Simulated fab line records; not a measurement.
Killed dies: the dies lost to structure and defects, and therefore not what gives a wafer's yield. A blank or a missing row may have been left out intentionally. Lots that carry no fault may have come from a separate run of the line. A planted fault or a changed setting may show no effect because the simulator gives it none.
Chamber matching | flow n5 finfet | cmp-03 running N5_GATE_CUT_CMP_02: 4 sister chambers
The step polishes, stops on SiO2, t overpolish 12.7 s, target thk 0 nm. 8 wafers are shown with their chamber, then 10 later ones without.

EACH WAFER AND ITS CHAMBER
wafer  | chamber | motor current A (A) | time to endpoint s (s)
L087.1 | 1       | 8.0                 | 27.6
L087.2 | 3       | 9.6                 | 27.6
L087.3 | 0       | 7.8                 | 25.6
L088.1 | 1       | 8.1                 | 28.1
L088.3 | 3       | 9.6                 | 22.0
L088.4 | 2       | 8.6                 | 23.1
L089.4 | 2       | 8.4                 | 21.4
L089.5 | 0       | 8.6                 | 26.0

WAFERS WITH NO CHAMBER GIVEN
wafer  | motor current A (A) | time to endpoint s (s)
L089.6 | 8.1                 | 26.5
L090.1 | 7.8                 | 20.8
L090.2 | 7.6                 | 27.5
L090.3 | 9.7                 | 26.6
L094.2 | 9.9                 | 24.7
L094.3 | 8.4                 | 24.6
L094.6 | 8.2                 | 22.4
L097.2 | 8.1                 | 23.2
L097.3 | 8.4                 | 25.3
L097.5 | 9.3                 | 26.0

THE CHAMBER EACH PASSED THROUGH
wafer  | from the rows above          | in truth
L089.6 | can't be placed: 0 or 1 or 2 | 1
L090.1 | can't be placed: 2 or 0 or 1 | 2
L090.2 | can't be placed: 1 or 0      | 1
L090.3 | 3                            | 3
L094.2 | 3                            | 3
L094.3 | can't be placed: 0 or 2 or 1 | 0
L094.6 | can't be placed: 2 or 0 or 1 | 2
L097.2 | can't be placed: 0 or 2 or 1 | 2
L097.3 | can't be placed: 0 or 2 or 1 | 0
L097.5 | 3                            | 3
Correct placement for 3 of the 10. These rows do not allow placing 7 (true chamber among the candidates in 7). Wrongly placed: 0.
How it was worked out, from the rows above alone: a wafer's distance from a chamber is the root of the sum, over the readings, of the square of ((its reading less the chamber's mean) divided by the reading's scatter). The wafer belongs to the nearest chamber; if the next one is less than 2 further off, it can't be placed. Each chamber's mean is taken over the wafers shown for it. The scatter: the root of (the sum of the squares of (reading less its chamber's mean) over the shown wafers, divided by (wafers less chambers)).
